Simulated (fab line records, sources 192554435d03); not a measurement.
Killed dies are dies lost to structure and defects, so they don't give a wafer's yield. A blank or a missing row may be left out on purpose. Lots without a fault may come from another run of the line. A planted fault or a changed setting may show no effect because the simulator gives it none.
Chamber matching | flow n5_finfet | N5_BEOL_M4_ILD_DEP_00 on pecvd-04: 3 sister chambers
The step deposits SiOC from DEMS/O2, target thk 79 nm, time 15.3 s. 30 wafers are shown with their chamber, then 12 later ones without.

WAFERS WITH THEIR CHAMBER
wafer  | chamber | throttle_valve_pct (%) | heater_power_w (W) | showerhead_plenum_p_Torr (Torr)
L074.3 | 1       | 12.2                   | 617                | 5.707
L074.4 | 0       | 11.4                   | 470                | 5.710
L074.6 | 0       | 11.3                   | 463                | 5.707
L077.1 | 0       | 11.1                   | 404                | 5.714
L077.2 | 1       | 12.2                   | 543                | 5.715
L077.6 | 0       | 11.3                   | 437                | 5.727
L078.3 | 1       | 12.4                   | 500                | 5.707
L078.5 | 1       | 12.4                   | 489                | 5.685
L078.6 | 2       | 11.2                   | 495                | 5.708
L080.1 | 2       | 11.2                   | 463                | 5.714
L080.2 | 0       | 11.6                   | 428                | 5.717
L080.3 | 1       | 12.2                   | 592                | 5.691
L082.4 | 2       | 11.3                   | 463                | 5.697
L082.5 | 1       | 12.3                   | 598                | 5.698
L082.6 | 0       | 11.3                   | 427                | 5.719
L084.1 | 2       | 10.9                   | 517                | 5.702
L084.4 | 1       | 12.2                   | 543                | 5.704
L084.6 | 2       | 11.3                   | 431                | 5.693
L085.2 | 2       | 11.2                   | 503                | 5.707
L085.3 | 1       | 12.4                   | 506                | 5.712
L085.4 | 2       | 11.2                   | 506                | 5.707
L086.1 | 1       | 12.1                   | 533                | 5.710
L086.2 | 0       | 11.1                   | 418                | 5.721
L086.3 | 1       | 12.3                   | 528                | 5.694
L088.1 | 0       | 11.6                   | 499                | 5.722
L088.3 | 2       | 11.2                   | 532                | 5.700
L088.6 | 2       | 11.0                   | 524                | 5.720
L094.3 | 1       | 12.3                   | 583                | 5.698
L094.4 | 1       | 12.3                   | 597                | 5.722
L094.5 | 2       | 11.3                   | 528                | 5.700

SIGNATURES (means of the wafers above)
reading                  | chamber 0 | chamber 1 | chamber 2 | scatter within a chamber
throttle_valve_pct       | 11.338    | 12.275    | 11.180    | 0.138
heater_power_w           | 443.25    | 552.42    | 496.20    | 37.4
showerhead_plenum_p_Torr | 5.71713   | 5.70358   | 5.70480   | 0.00893
Rule: a wafer's distance from a chamber is the root of the sum, over the readings, of the square of ((its reading less the chamber's mean) divided by the reading's scatter). The wafer belongs to the nearest chamber; if the next one is less than 2 further off, it can't be placed. The scatter: the root of (the sum of the squares of (reading less its chamber's mean) over the shown wafers, divided by (wafers less chambers)).

WAFERS WITHOUT THEIR CHAMBER
wafer  | throttle_valve_pct (%) | heater_power_w (W) | showerhead_plenum_p_Torr (Torr)
L096.1 | 12.4                   | 600                | 5.696
L096.2 | 11.2                   | 418                | 5.715
L096.3 | 11.1                   | 477                | 5.709
L096.4 | 11.2                   | 465                | 5.713
L096.5 | 12.8                   | 585                | 5.700
L096.6 | 11.3                   | 419                | 5.720
L095.2 | 11.4                   | 436                | 5.714
L095.3 | 12.2                   | 549                | 5.688
L095.5 | 11.9                   | 556                | 5.695
L097.2 | 12.2                   | 548                | 5.713
L097.3 | 10.9                   | 481                | 5.705
L097.5 | 11.1                   | 434                | 5.701

WHICH CHAMBER EACH WENT THROUGH
wafer  | from the rows above     | in truth
L096.1 | 1                       | 1
L096.2 | can't be placed: 0 or 2 | 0
L096.3 | can't be placed: 2 or 0 | 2
L096.4 | can't be placed: 0 or 2 | 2
L096.5 | 1                       | 1
L096.6 | 0                       | 0
L095.2 | can't be placed: 0 or 2 | 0
L095.3 | 1                       | 1
L095.5 | 1                       | 1
L097.2 | 1                       | 1
L097.3 | can't be placed: 2 or 0 | 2
L097.5 | can't be placed: 2 or 0 | 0
Placed correctly: 6 of 12. Can't be placed from these rows: 6 (the true chamber is among the candidates in 6). Placed wrongly: 0.
